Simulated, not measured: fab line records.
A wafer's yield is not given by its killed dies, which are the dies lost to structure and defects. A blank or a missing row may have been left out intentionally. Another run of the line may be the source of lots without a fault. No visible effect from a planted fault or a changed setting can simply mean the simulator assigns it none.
Chamber matching ; flow nand-harc ; rie-diel-13 running NHARC_A_CONTACT_DESCUM_13: 4 sister chambers
The step chemistry O2, time 3 s. 14 wafers are shown with their chamber, then 7 later ones without.

## EACH WAFER AND ITS CHAMBER
wafer;chamber;drypump-motor-current-A (A);showerhead-plenum-p-Torr (Torr);oes-product-au (a.u.)
L080.2;3;5.6;2.07;0.998
L080.4;2;6.5;1.89;1.000
L080.6;3;5.6;2.07;0.996
L081.1;0;6.3;1.94;1.013
L081.5;2;6.5;1.89;0.997
L081.6;3;5.6;2.07;0.987
L084.2;3;5.6;2.07;0.989
L084.5;1;6.4;2.05;0.994
L084.6;2;6.5;1.88;0.994
L085.2;3;5.6;2.07;0.991
L085.3;1;6.4;2.05;0.999
L085.5;3;5.6;2.07;0.989
L090.2;0;6.3;1.94;1.019
L090.4;3;5.5;2.06;1.005

SIGNATURES (means of the wafers above)
reading;chamber 0;chamber 1;chamber 2;chamber 3;scatter within a chamber
drypump-motor-current-A;6.300;6.400;6.500;5.586;0.0293
showerhead-plenum-p-Torr;1.9400;2.0500;1.8867;2.0686;0.0039
oes-product-au;1.01600;0.99650;0.99700;0.99357;0.00544
Rule: distance of a wafer from a chamber = root of the sum over the readings of ((wafer's reading minus chamber's mean) / reading's scatter) squared. If the next closest chamber is less than 2 further off than the closest, the wafer can't be placed; otherwise it belongs to the closest. The scatter: the root of (the sum of the squares of (reading less its chamber's mean) over the shown wafers, divided by (wafers less chambers)).

## WAFERS WHOSE CHAMBER IS MISSING
wafer;drypump-motor-current-A (A);showerhead-plenum-p-Torr (Torr);oes-product-au (a.u.)
L090.6;6.3;1.94;1.026
L090.1;6.4;2.04;0.992
L090.3;6.5;1.87;1.012
L090.5;5.5;2.06;0.995
L096.1;5.5;2.05;1.009
L096.4;6.5;1.87;1.023
L096.6;6.3;1.93;1.010

## CHAMBER TAKEN BY EACH
wafer;from the rows above;in truth
L090.6;0;0
L090.1;1;1
L090.3;2;2
L090.5;3;3
L096.1;3;3
L096.4;2;2
L096.6;0;0
Correct placement for 7 of the 7. Can't be placed from these rows: 0. 0 placed wrongly.
